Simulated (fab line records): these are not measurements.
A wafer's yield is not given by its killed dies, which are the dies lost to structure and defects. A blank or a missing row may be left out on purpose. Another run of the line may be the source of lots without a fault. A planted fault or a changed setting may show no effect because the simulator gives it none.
A struck lot beside a sound one | flow nand harc | 21 out of 1302 route steps
Sound: wafers L902.1, L902.4, L902.5. Wafers struck: L899.1, L899.2, L899.6. The cause comes at the end.
Per side, at each step with rows, come the tool, then ch with its chambers, and then its first start. Under that, the readings that differ: sound wafers | struck wafers | difference of the means | sigmas: that difference in standard deviations of wafers without a fault.
alike: readings whose means differ by less than 2 such deviations, and words and numbers that are the same on both sides. not compared: withheld readings, readings that some wafer has no value for, bounds like >300 that may hide the same value, and numbers for which the record gives no deviation and whose values overlap.
A row with sigmas, a row that says differs or no value, or rows on one side alone: a step with any of these is where the two part. Numbers that have no deviation but don't overlap get no sigmas and don't part them. Lack of a reading on every wafer of one side parts them only where that side has two or more wafers.

NHARC_A_BLC_CMP_25: polishes, t overpolish 30 s, target thk 150 nm.
  sound on cmp-01 ch 0,1, day 26 13:23; struck on cmp-04 ch 1,2, day 25 22:28
  alike: motor current A, overpolish run s, time to endpoint s
then, 1 step without rows for these wafers: NHARC_A_BLC_SRD_27.
NHARC_A_BLC_INSPECT_28:
  struck on defect inspect-02, day 25 22:50; sound on defect inspect-01, day 26 13:47
  alike: raw defect count
then, 8 steps without rows for these wafers: NHARC_A_M0_DEP_00 (deposits SiOC, target thk 150 nm); NHARC_A_M0_DEHYDRATE_01 (time 120 s); NHARC_A_M0_HMDS_02 (time 30 s); NHARC_A_M0_COAT_33 (time 65 s); NHARC_A_M0_COAT_03 (resist thk 90 nm); NHARC_A_M0_SOFTBAKE_04 (time 55 s); NHARC_A_M0_EBR_05; NHARC_A_M0_EXPOSE_06 (exposes mask A M0, target cd 80 nm).
NHARC_A_M0_PEB_07: peb time 65 s.
  sound on litho track-04 ch 0, day 26 14:37; struck on litho track-01 ch 0, day 25 23:40
then, 1 step without rows for these wafers: NHARC_A_M0_DEVELOP_08 (develop time 35 s).
NHARC_A_M0_CD_MEAS_09: the cd target is 80 nm.
  sound on cd sem-03 ch 0, day 26 14:41; struck on cd sem-01 ch 0, day 25 23:44
  reading    | sound          | struck         | difference | sigmas
  cd nm (nm) | 82.2 81.0 80.7 | 86.4 86.7 84.9 | +4.7       | +7
NHARC_A_M0_OVL_MEAS_10: pitch 160 nm.
  struck on overlay-01, day 25 23:50; sound on overlay-02, day 26 14:47
  alike: overlay x nm, overlay y nm
NHARC_A_M0_INSPECT_11:
  struck on defect inspect-02, day 25 23:52; sound on defect inspect-02, day 26 14:49
  alike: raw defect count
NHARC_A_M0_DESCUM_14: chemistry O2, time 3 s.
  sound on rie diel-08 ch 0,2,3, day 26 14:53; struck on rie diel-05 ch 1,3, day 25 23:56
  reading               | sound             | struck            | difference | sigmas
  model.A_M0.cd nm (nm) | 82.06 79.73 80.04 | 87.56 86.58 85.86 | +6.06      |
  alike: drypump motor current A, o2 flow sccm, oes product au, rf vpp V, showerhead plenum p Torr, throttle valve pct
  not compared: rf hours counter h
NHARC_A_M0_ETCH_34: etches the open film in N2/H2, target depth 40 nm, overetch 12 nm, time 43.94 s.
  sound on rie diel-08 ch 0,2,3, day 26 14:59; struck on rie diel-05 ch 0,1,2, day 26 00:01
  alike: drypump motor current A, n2 flow sccm, oes product au, rf vpp V, showerhead plenum p Torr, throttle valve pct
  not compared: rf hours counter h
NHARC_A_M0_ETCH_15: etches the open film in C4F8/Ar, target depth 150 nm, overetch 15 nm, time 82.5 s.
  sound: rie diel-08 ch 0,2; struck: rie diel-05 ch 0,1,2
  reading               | sound            | struck            | difference | sigmas
  model.A_M0.cd nm (nm) | 81.48 80.37 79.6 | 87.05 86.62 85.56 | +5.93      |
  alike: oes product au, rf vpp V
  not compared: rf hours counter h
NHARC_A_M0_CD_MEAS_16:
  struck on cd sem-03, day 26 00:14; sound on cd sem-01, day 26 15:13
  reading    | sound          | struck         | difference | sigmas
  cd nm (nm) | 81.5 80.1 79.8 | 87.0 86.8 85.7 | +6.0       | +7
NHARC_END_SORT_01:
  sound on prober-02 ch 0, day 28 07:39; struck on prober-01 ch 0, day 27 23:41
  reading             | sound  | struck | difference | sigmas
  killed at periphery | 7 10 4 | 1 1    | -6         | -3
  alike: defect limited yield, killed at array, killed at other, killed dies, killed open, killed short

WHERE THEY PART
First at NHARC_A_M0_CD_MEAS_09; last, within this record, at NHARC_END_SORT_01.

WHY: the cause the simulator had injected
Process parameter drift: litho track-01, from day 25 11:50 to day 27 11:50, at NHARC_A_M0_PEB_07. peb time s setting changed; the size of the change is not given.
